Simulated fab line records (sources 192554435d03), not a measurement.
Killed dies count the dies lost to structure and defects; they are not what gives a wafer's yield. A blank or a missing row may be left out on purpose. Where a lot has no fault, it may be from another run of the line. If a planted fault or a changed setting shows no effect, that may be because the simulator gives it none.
Lot-split experiment :: flow n5-finfet :: 39 wafers read across 7 lots, on a route 1938 steps long

ON THE SPLIT
At N5_DUMMY_GATE_ETCH_37 (etches SOC in N2/H2, target depth 60 nm, overetch 30 nm), the setting source-w was moved away from the recipe's 840 W on 15 of the 39 wafers read, by -19.0% to +15.0%. For the rest of the wafers, this setting stayed at what the recipe calls for.

Reading taken at the split's own step.

THE READING
rf-vpp-V, in V, at N5_DUMMY_GATE_ETCH_37 (etches SOC in N2/H2, target depth 60 nm, overetch 30 nm). On this fab line, fault-free wafers typically give 524.5 V with a standard deviation of 2.5 V.

wafer: L076.1
tool, chamber at the split: rie-diel-02, 3
source-w as run, W: 840
against the recipe: recipe
rf-vpp-V, V: 527.4
against lot-mates on the recipe: -

wafer: L076.2
tool, chamber at the split: rie-diel-02, 2
source-w as run, W: 680
against the recipe: -19.0%
rf-vpp-V, V: 561.6
against lot-mates on the recipe: +35.4

wafer: L076.3
tool, chamber at the split: rie-diel-02, 0
source-w as run, W: 680
against the recipe: -19.0%
rf-vpp-V, V: 558.0
against lot-mates on the recipe: +31.8

wafer: L076.4
tool, chamber at the split: rie-diel-02, 2
source-w as run, W: 840
against the recipe: recipe
rf-vpp-V, V: 524.3
against lot-mates on the recipe: -

wafer: L076.5
tool, chamber at the split: rie-diel-02, 3
source-w as run, W: 840
against the recipe: recipe
rf-vpp-V, V: 526.9
against lot-mates on the recipe: -

wafer: L076.6
tool, chamber at the split: rie-diel-02, 0
source-w as run, W: 680
against the recipe: -19.0%
rf-vpp-V, V: 557.2
against lot-mates on the recipe: +31.0

wafer: L078.1
tool, chamber at the split: rie-diel-02, 1
source-w as run, W: 840
against the recipe: recipe
rf-vpp-V, V: 525.7
against lot-mates on the recipe: -

wafer: L078.2
tool, chamber at the split: rie-diel-02, 3
source-w as run, W: 840
against the recipe: recipe
rf-vpp-V, V: 527.3
against lot-mates on the recipe: -

wafer: L078.3
tool, chamber at the split: rie-diel-02, 2
source-w as run, W: 840
against the recipe: recipe
rf-vpp-V, V: 525.1
against lot-mates on the recipe: -

wafer: L078.4
tool, chamber at the split: rie-diel-02, 3
source-w as run, W: 840
against the recipe: recipe
rf-vpp-V, V: 527.0
against lot-mates on the recipe: -

wafer: L078.5
tool, chamber at the split: rie-diel-02, 2
source-w as run, W: 840
against the recipe: recipe
rf-vpp-V, V: 524.1
against lot-mates on the recipe: -

wafer: L078.6
tool, chamber at the split: rie-diel-02, 1
source-w as run, W: 840
against the recipe: recipe
rf-vpp-V, V: 523.8
against lot-mates on the recipe: -

wafer: L080.1
tool, chamber at the split: rie-diel-05, 0
source-w as run, W: 840
against the recipe: recipe
rf-vpp-V, V: 523.0
against lot-mates on the recipe: -

wafer: L080.2
tool, chamber at the split: rie-diel-05, 3
source-w as run, W: 840
against the recipe: recipe
rf-vpp-V, V: 522.8
against lot-mates on the recipe: -

wafer: L080.3
tool, chamber at the split: rie-diel-05, 2
source-w as run, W: 954.9
against the recipe: +13.7%
rf-vpp-V, V: 498.8
against lot-mates on the recipe: -24.0

wafer: L080.4
tool, chamber at the split: rie-diel-05, 0
source-w as run, W: 840
against the recipe: recipe
rf-vpp-V, V: 522.7
against lot-mates on the recipe: -

wafer: L080.5
tool, chamber at the split: rie-diel-05, 2
source-w as run, W: 954.9
against the recipe: +13.7%
rf-vpp-V, V: 498.6
against lot-mates on the recipe: -24.2

wafer: L080.6
tool, chamber at the split: rie-diel-05, 3
source-w as run, W: 954.9
against the recipe: +13.7%
rf-vpp-V, V: 498.8
against lot-mates on the recipe: -24.0

wafer: L082.2
tool, chamber at the split: rie-diel-02, 3
source-w as run, W: 840
against the recipe: recipe
rf-vpp-V, V: 527.4
against lot-mates on the recipe: -

wafer: L082.4
tool, chamber at the split: rie-diel-02, 2
source-w as run, W: 840
against the recipe: recipe
rf-vpp-V, V: 525.2
against lot-mates on the recipe: -

wafer: L082.6
tool, chamber at the split: rie-diel-02, 2
source-w as run, W: 840
against the recipe: recipe
rf-vpp-V, V: 524.5
against lot-mates on the recipe: -

wafer: L088.1
tool, chamber at the split: rie-diel-05, 1
source-w as run, W: 840
against the recipe: recipe
rf-vpp-V, V: 527.1
against lot-mates on the recipe: -

wafer: L088.2
tool, chamber at the split: rie-diel-05, 0
source-w as run, W: 965.6
against the recipe: +15.0%
rf-vpp-V, V: 497.1
against lot-mates on the recipe: -28.5

wafer: L088.3
tool, chamber at the split: rie-diel-05, 3
source-w as run, W: 840
against the recipe: recipe
rf-vpp-V, V: 522.1
against lot-mates on the recipe: -

wafer: L088.4
tool, chamber at the split: rie-diel-05, 2
source-w as run, W: 965.6
against the recipe: +15.0%
rf-vpp-V, V: 496.5
against lot-mates on the recipe: -29.1

wafer: L088.5
tool, chamber at the split: rie-diel-05, 1
source-w as run, W: 840
against the recipe: recipe
rf-vpp-V, V: 527.5
against lot-mates on the recipe: -

wafer: L088.6
tool, chamber at the split: rie-diel-05, 2
source-w as run, W: 965.6
against the recipe: +15.0%
rf-vpp-V, V: 497.8
against lot-mates on the recipe: -27.8

wafer: L089.1
tool, chamber at the split: rie-diel-02, 0
source-w as run, W: 840
against the recipe: recipe
rf-vpp-V, V: 527.5
against lot-mates on the recipe: -

wafer: L089.2
tool, chamber at the split: rie-diel-02, 3
source-w as run, W: 767.6
against the recipe: -8.6%
rf-vpp-V, V: 543.7
against lot-mates on the recipe: +18.6

wafer: L089.3
tool, chamber at the split: rie-diel-02, 2
source-w as run, W: 767.6
against the recipe: -8.6%
rf-vpp-V, V: 538.6
against lot-mates on the recipe: +13.5

wafer: L089.4
tool, chamber at the split: rie-diel-02, 1
source-w as run, W: 840
against the recipe: recipe
rf-vpp-V, V: 524.2
against lot-mates on the recipe: -

wafer: L089.5
tool, chamber at the split: rie-diel-02, 1
source-w as run, W: 767.6
against the recipe: -8.6%
rf-vpp-V, V: 540.6
against lot-mates on the recipe: +15.5

wafer: L089.6
tool, chamber at the split: rie-diel-02, 2
source-w as run, W: 840
against the recipe: recipe
rf-vpp-V, V: 523.7
against lot-mates on the recipe: -

wafer: L095.1
tool, chamber at the split: rie-diel-02, 2
source-w as run, W: 798.1
against the recipe: -5.0%
rf-vpp-V, V: 533.4
against lot-mates on the recipe: +6.8

wafer: L095.2
tool, chamber at the split: rie-diel-02, 0
source-w as run, W: 840
against the recipe: recipe
rf-vpp-V, V: 528.8
against lot-mates on the recipe: -

wafer: L095.3
tool, chamber at the split: rie-diel-02, 1
source-w as run, W: 798.1
against the recipe: -5.0%
rf-vpp-V, V: 534.7
against lot-mates on the recipe: +8.1

wafer: L095.4
tool, chamber at the split: rie-diel-02, 3
source-w as run, W: 840
against the recipe: recipe
rf-vpp-V, V: 526.7
against lot-mates on the recipe: -

wafer: L095.5
tool, chamber at the split: rie-diel-02, 2
source-w as run, W: 840
against the recipe: recipe
rf-vpp-V, V: 524.4
against lot-mates on the recipe: -

wafer: L095.6
tool, chamber at the split: rie-diel-02, 3
source-w as run, W: 798.1
against the recipe: -5.0%
rf-vpp-V, V: 535.2
against lot-mates on the recipe: +8.6

THE FIT
A straight line over all 39 wafers: rf-vpp-V changes by -1.84 V for each +1% of source-w; r = -0.99; the points scatter about the line by 1.8 V.
The same after taking each lot's own level away (the mean of its wafers on the recipe; 39 wafers): -1.78 V for each +1%; r = -0.99; scatter 1.6 V.
On that fit, the largest move of source-w shifts the reading by 34 V.
The span of the lots' own levels, 522.83 to 526.63 V, comes to 1.5 times the standard deviation stated above.
So the lot-to-lot level changes the slope little: the two slopes agree.
Check: +33.4 V against its lot-mates is what the line predicts for one of the wafers moved furthest among these (-19.0%) when that wafer is left out of the fit. It came out at +35.4 V against them.
Tool readings at the split's step, against how far the setting was moved: rf-vpp-V r = -0.99.

THESE WAFERS: OTHER SPLITS
Note: prior to the reading, these wafers also went through further splits. Each is held against what the fit with the lots' levels taken away leaves over:
other split on the same wafers: N5_WELL_APT_EXPOSE_05 dose-mj
wafers away from the commonest value: 15
r with rf-vpp-V (lot level and that fit taken away): -0.21

THE WHOLE CHAIN: every reading that the file lists as answering this split, in the file's order
step: N5_DUMMY_GATE_ETCH_37
what it does: etches SOC in N2/H2, target depth 60 nm, overetch 30 nm
reading: rf-vpp-V
change (the file's fit): -1.78 V for each +1% of the setting
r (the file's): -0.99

step: N5_DUMMY_GATE_ETCH_37
what it does: etches SOC in N2/H2, target depth 60 nm, overetch 30 nm
reading: SiARC_of_DUMMY_GATE_COAT_35.thk-nm (the simulator's own value, which no gauge read)
change (the file's fit): -0.0344 nm for each +1% of the setting
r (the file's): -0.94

THE FILE'S OWN FIT
rf-vpp-V changes by -1.78 V for each +1% of source-w, r = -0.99.
